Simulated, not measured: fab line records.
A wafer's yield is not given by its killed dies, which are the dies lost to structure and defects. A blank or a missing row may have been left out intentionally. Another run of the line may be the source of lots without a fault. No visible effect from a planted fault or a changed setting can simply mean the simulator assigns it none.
What tool caused it? ; flow nand harc ; route of 1159 steps, sampled at 1 step: 12 lots, 36 wafers

WHAT THE GAUGES READ, wafer by wafer
NHARC_A_M0_CD_MEAS_16.
lot;measured;on;cd nm (nm)
L074;day 17 23:37;cd sem-03;81.7 82.0 80.2
L077;day 18 02:19;cd sem-03;80.7 80.7 79.1
L079;day 18 19:03;cd sem-02;81.8 81.4 80.6
L081;day 19 09:34;cd sem-01;81.8 80.4 81.5
L083;day 19 22:54;cd sem-02;80.3 79.1 78.9
L085;day 20 07:17;cd sem-02;81.2 80.1 80.5
L088;day 20 11:32;cd sem-02;81.8 80.2 80.3
L089;day 22 06:28;cd sem-03;80.8 80.3 81.2
L090;day 22 07:09;cd sem-02;80.3 81.1 80.9
L093;day 22 14:38;cd sem-02;81.0 81.4 81.6
L096;day 23 01:12;cd sem-01;79.7 79.9 80.5
L097;day 23 13:57;cd sem-01;80.8 80.7 80.1

EACH LOT AND THE TOOL THAT RAN IT (in order: tool; ch and the chambers of the sampled wafers; start)
The record holds no process step before these readings.

THE ANSWER, worked out from the rows above alone
Rule: the usual values come from the lots themselves. Put in order of their means at a reading, lots are off if they are a third of the lots or fewer, leave a main group of 4 or more, and stand apart from it by a gap of 3 or more times the standard deviation of the main group's means; of several such gaps the widest counts. The tables above print the reading to a certain number of digits; a main group whose means all agree to those digits is not used. Also off: a lot with no number at a reading for which 4 or more lots have one. The other lots that the step has rows for count as sound.
No lot is off at any reading shown: from this, nothing can be told.

WHAT WAS PUT IN BY THE SIMULATOR
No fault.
